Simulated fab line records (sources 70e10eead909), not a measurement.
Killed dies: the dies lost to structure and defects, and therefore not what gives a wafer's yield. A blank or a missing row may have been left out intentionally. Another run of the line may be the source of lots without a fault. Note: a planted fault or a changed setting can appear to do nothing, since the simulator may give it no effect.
Which tool was responsible? :: flow nand-harc :: 13 lots, 39 wafers sampled, at 5 steps of a route of 1159

== WHAT THE GAUGES SHOWED, per wafer ==
NHARC_A_SGD_CUT_CD_MEAS_09 targets a cd of 100 nm. Usual: cd-nm reads 99.9 nm (standard deviation 0.6).
lot: L172
measured: day 14 03:49
on: cd-sem-02
cd-nm (nm): 98.9 99.1 99.1
flag: 

lot: L173
measured: day 14 12:35
on: cd-sem-01
cd-nm (nm): 100.0 100.6 100.2
flag: 

lot: L174
measured: day 14 13:07
on: cd-sem-03
cd-nm (nm): 99.6 98.7 99.7
flag: 

lot: L175
measured: day 15 04:01
on: cd-sem-03
cd-nm (nm): 99.0 99.3 100.1
flag: 

lot: L178
measured: day 15 16:44
on: cd-sem-01
cd-nm (nm): 99.4 99.6 100.1
flag: 

lot: L176
measured: day 15 22:19
on: cd-sem-03
cd-nm (nm): 100.2 99.9 100.0
flag: 

lot: L184
measured: day 16 19:35
on: cd-sem-01
cd-nm (nm): 99.6 100.1 100.3
flag: 

lot: L182
measured: day 17 01:58
on: cd-sem-03
cd-nm (nm): 99.0 98.9 99.7
flag: 

lot: L181
measured: day 17 08:12
on: cd-sem-02
cd-nm (nm): 100.4 100.4 99.6
flag: 

lot: L189
measured: day 18 11:23
on: cd-sem-02
cd-nm (nm): 101.1 99.8 100.3
flag: 

lot: L192
measured: day 18 21:15
on: cd-sem-01
cd-nm (nm): 99.2 99.8 99.4
flag: 

lot: L191
measured: day 18 22:24
on: cd-sem-02
cd-nm (nm): 99.2 99.5 99.5
flag: 

lot: L193
measured: day 19 20:07
on: cd-sem-01
cd-nm (nm): 99.9 99.1 99.0
flag: 

NHARC_A_SGD_CUT_THK_MEAS_22: measures by ellipsometry. Usual: thk-nm reads 148.0 nm (standard deviation 1.6).
lot: L172
measured: day 14 09:43
on: film-metro-02
thk-nm (nm): 148.8 150.2 149.4
flag: 

lot: L173
measured: day 14 18:41
on: film-metro-01
thk-nm (nm): 147.4 149.6 146.0
flag: 

lot: L174
measured: day 14 18:40
on: film-metro-02
thk-nm (nm): 149.4 148.2 147.5
flag: 

lot: L175
measured: day 15 10:17
on: film-metro-01
thk-nm (nm): 149.7 148.1 148.7
flag: 

lot: L178
measured: day 15 22:31
on: film-metro-01
thk-nm (nm): 150.7 148.1 149.1
flag: 

lot: L176
measured: day 16 04:16
on: film-metro-01
thk-nm (nm): 146.7 147.8 147.0
flag: 

lot: L184
measured: day 17 02:09
on: film-metro-02
thk-nm (nm): 148.1 148.9 145.4
flag: 

lot: L182
measured: day 17 08:09
on: film-metro-02
thk-nm (nm): 149.4 147.4 150.1
flag: 

lot: L181
measured: day 17 14:07
on: film-metro-02
thk-nm (nm): 146.8 149.8 145.8
flag: 

lot: L189
measured: day 18 20:45
on: film-metro-01
thk-nm (nm): 148.5 151.3 150.3
flag: 

lot: L192
measured: day 19 03:26
on: film-metro-02
thk-nm (nm): 150.7 148.3 147.8
flag: 

lot: L191
measured: day 19 03:26
on: film-metro-01
thk-nm (nm): 144.8 146.3 146.2
flag: 

lot: L193
measured: day 20 01:41
on: film-metro-01
thk-nm (nm): 146.7 149.6 145.1
flag: 

NHARC_END_SORT_01. Usual: killed-at-array 25, standard deviation 9.2; killed-at-other 0.8, standard deviation 1.2; killed-at-periphery 3.9, standard deviation 2.6; killed-dies 30, standard deviation 9.7; killed-open 3.4, standard deviation 1.9; killed-short 2.0, standard deviation 1.4.
lot: L182
measured: day 22 12:47
on: prober-01
killed-at-array: 24 24 21
killed-at-other: 0 0 1
killed-at-periphery: 3 6 7
killed-dies: 27 30 29
killed-open: 5 2 3
killed-short: 1 2 3
flag: 

== TOOL THAT RAN EACH LOT (tool first, then ch and the chambers of the sampled wafers, then the start) ==
lot: L172
NHARC_A_SLIT_SOFTBAKE_04: litho-track-06 ch 0, day 14 12:00
NHARC_A_SLIT_DESCUM_14: rie-diel-09 ch 0,2, day 14 13:38

lot: L173
NHARC_A_SLIT_SOFTBAKE_04: litho-track-06 ch 0, day 14 22:00
NHARC_A_SLIT_DESCUM_14: rie-diel-10 ch 1,2,3, day 14 23:01

lot: L174
NHARC_A_SLIT_SOFTBAKE_04: litho-track-04 ch 0, day 14 22:00
NHARC_A_SLIT_DESCUM_14: rie-diel-03 ch 0,1, day 14 22:50

lot: L175
NHARC_A_SLIT_SOFTBAKE_04: litho-track-06 ch 0, day 15 13:00
NHARC_A_SLIT_DESCUM_14: rie-diel-09 ch 1,2,3, day 15 14:28

lot: L178
NHARC_A_SLIT_SOFTBAKE_04: litho-track-06 ch 0, day 16 04:00
NHARC_A_SLIT_DESCUM_14: rie-diel-10 ch 0,1, day 16 05:26

lot: L176
NHARC_A_SLIT_SOFTBAKE_04: litho-track-01 ch 0, day 16 08:00
NHARC_A_SLIT_DESCUM_14: rie-diel-10 ch 0,3, day 16 09:13

lot: L184
NHARC_A_SLIT_SOFTBAKE_04: litho-track-06 ch 0, day 17 06:00
NHARC_A_SLIT_DESCUM_14: rie-diel-10 ch 1,2,3, day 17 07:05

lot: L182
NHARC_A_SLIT_SOFTBAKE_04: litho-track-04 ch 0, day 17 11:00
NHARC_A_SLIT_DESCUM_14: rie-diel-10 ch 1,2, day 17 11:53

lot: L181
NHARC_A_SLIT_SOFTBAKE_04: litho-track-06 ch 0, day 17 17:00
NHARC_A_SLIT_DESCUM_14: rie-diel-10 ch 0,3, day 17 18:11

lot: L189
NHARC_A_SLIT_SOFTBAKE_04: litho-track-04 ch 0, day 19 00:00
NHARC_A_SLIT_DESCUM_14: rie-diel-10 ch 1,2, day 19 01:08

lot: L192
NHARC_A_SLIT_SOFTBAKE_04: litho-track-01 ch 0, day 19 07:00
NHARC_A_SLIT_DESCUM_14: rie-diel-10 ch 0,1,2, day 19 07:48

lot: L191
NHARC_A_SLIT_SOFTBAKE_04: litho-track-04 ch 0, day 19 08:00
NHARC_A_SLIT_DESCUM_14: rie-diel-09 ch 0,3, day 19 08:35

lot: L193
NHARC_A_SLIT_SOFTBAKE_04: litho-track-06 ch 0, day 20 08:00
NHARC_A_SLIT_DESCUM_14: rie-diel-09 ch 0,2, day 20 09:17
- NHARC_A_SLIT_SOFTBAKE_04: time 55 s.
- NHARC_A_SLIT_DESCUM_14: chemistry O2, time 3 s.

== AS READ BY THE TOOLS THEMSELVES (means over the sampled wafers that have a number; for cases with no such wafer, the mark the record gives instead) ==
NHARC_A_SLIT_SOFTBAKE_04. Usual: heater-power-total-W reads 188.44 W (standard deviation 0.14).
lot: L172
tool: litho-track-06
heater-power-total-W (W): 188.51
flag: 

lot: L173
tool: litho-track-06
heater-power-total-W (W): 188.38
flag: 

lot: L174
tool: litho-track-04
heater-power-total-W (W): 188.33
flag: 

lot: L175
tool: litho-track-06
heater-power-total-W (W): 188.42
flag: 

lot: L178
tool: litho-track-06
heater-power-total-W (W): 188.55
flag: 

lot: L176
tool: litho-track-01
heater-power-total-W (W): 188.40
flag: 

lot: L184
tool: litho-track-06
heater-power-total-W (W): 213.99
flag: OFF

lot: L182
tool: litho-track-04
heater-power-total-W (W): 188.53
flag: 

lot: L181
tool: litho-track-06
heater-power-total-W (W): 214.30
flag: OFF

lot: L189
tool: litho-track-04
heater-power-total-W (W): 188.55
flag: 

lot: L192
tool: litho-track-01
heater-power-total-W (W): 188.56
flag: 

lot: L191
tool: litho-track-04
heater-power-total-W (W): 188.42
flag: 

lot: L193
tool: litho-track-06
heater-power-total-W (W): 188.35
flag: 

NHARC_A_SLIT_DESCUM_14. Usual: drypump-motor-current-A 5.6 A, standard deviation 0.36; oes-product-au 1.003 a.u., standard deviation 0.0094; rf-vpp-V 57.8 V, standard deviation 0.83; showerhead-plenum-p-Torr 1.95 Torr, standard deviation 0.087; throttle-valve-pct 11.312 %, standard deviation 0.0093.
lot: L172
tool: rie-diel-09
drypump-motor-current-A (A): 5.1
oes-product-au (a.u.): 1.012
rf-vpp-V (V): 57.6
showerhead-plenum-p-Torr (Torr): 1.97
throttle-valve-pct (%): 11.307
flag: 

lot: L173
tool: rie-diel-10
drypump-motor-current-A (A): 5.7
oes-product-au (a.u.): 0.993
rf-vpp-V (V): 57.9
showerhead-plenum-p-Torr (Torr): 1.95
throttle-valve-pct (%): 11.321
flag: 

lot: L174
tool: rie-diel-03
drypump-motor-current-A (A): 5.9
oes-product-au (a.u.): 1.004
rf-vpp-V (V): 57.9
showerhead-plenum-p-Torr (Torr): 2.02
throttle-valve-pct (%): 11.310
flag: 

lot: L175
tool: rie-diel-09
drypump-motor-current-A (A): 5.5
oes-product-au (a.u.): 1.002
rf-vpp-V (V): 57.4
showerhead-plenum-p-Torr (Torr): 1.98
throttle-valve-pct (%): 11.318
flag: 

lot: L178
tool: rie-diel-10
drypump-motor-current-A (A): 5.3
oes-product-au (a.u.): 1.001
rf-vpp-V (V): 57.3
showerhead-plenum-p-Torr (Torr): 1.87
throttle-valve-pct (%): 11.314
flag: 

lot: L176
tool: rie-diel-10
drypump-motor-current-A (A): 5.7
oes-product-au (a.u.): 1.003
rf-vpp-V (V): 58.0
showerhead-plenum-p-Torr (Torr): 1.83
throttle-valve-pct (%): 11.313
flag: 

lot: L184
tool: rie-diel-10
drypump-motor-current-A (A): 5.7
oes-product-au (a.u.): 0.995
rf-vpp-V (V): 58.1
showerhead-plenum-p-Torr (Torr): 1.94
throttle-valve-pct (%): 11.314
flag: 

lot: L182
tool: rie-diel-10
drypump-motor-current-A (A): 5.5
oes-product-au (a.u.): 1.002
rf-vpp-V (V): 57.9
showerhead-plenum-p-Torr (Torr): 2.01
throttle-valve-pct (%): 11.309
flag: 

lot: L181
tool: rie-diel-10
drypump-motor-current-A (A): 5.7
oes-product-au (a.u.): 0.998
rf-vpp-V (V): 57.9
showerhead-plenum-p-Torr (Torr): 1.83
throttle-valve-pct (%): 11.299
flag: 

lot: L189
tool: rie-diel-10
drypump-motor-current-A (A): 5.4
oes-product-au (a.u.): 0.999
rf-vpp-V (V): 58.9
showerhead-plenum-p-Torr (Torr): 1.98
throttle-valve-pct (%): 11.302
flag: 

lot: L192
tool: rie-diel-10
drypump-motor-current-A (A): 5.4
oes-product-au (a.u.): 1.005
rf-vpp-V (V): 58.1
showerhead-plenum-p-Torr (Torr): 1.94
throttle-valve-pct (%): 11.310
flag: 

lot: L191
tool: rie-diel-09
drypump-motor-current-A (A): 5.5
oes-product-au (a.u.): 1.000
rf-vpp-V (V): 57.7
showerhead-plenum-p-Torr (Torr): 2.03
throttle-valve-pct (%): 11.309
flag: 

lot: L193
tool: rie-diel-09
drypump-motor-current-A (A): 5.1
oes-product-au (a.u.): 1.011
rf-vpp-V (V): 58.1
showerhead-plenum-p-Torr (Torr): 1.97
throttle-valve-pct (%): 11.314
flag: 

== THE ANSWER, worked out from the rows above alone ==
Rule: take the mean of a lot's wafers that have a number; if it is more than 3 standard deviations from the usual mean, the lot is off. A lot without any number at a reading at which 4 lots or more have one is off too. All remaining lots with rows at the step are treated as sound. Order of review: gauges by route order, followed by the tools' own readings, for which a lot's mean as printed above is used. The first step at which some lot is off is used, and at that step the reading that is off furthest; a lot without a number counts as furthest.
Off: L184, L181, at NHARC_A_SLIT_SOFTBAKE_04 (heater-power-total-W).
A tool fits if, at that step or a process step before it, it ran every lot that is off, and no sound lot after the first of them. No candidate that was tried fits.

== WHAT THE SIMULATOR HAD PUT IN ==
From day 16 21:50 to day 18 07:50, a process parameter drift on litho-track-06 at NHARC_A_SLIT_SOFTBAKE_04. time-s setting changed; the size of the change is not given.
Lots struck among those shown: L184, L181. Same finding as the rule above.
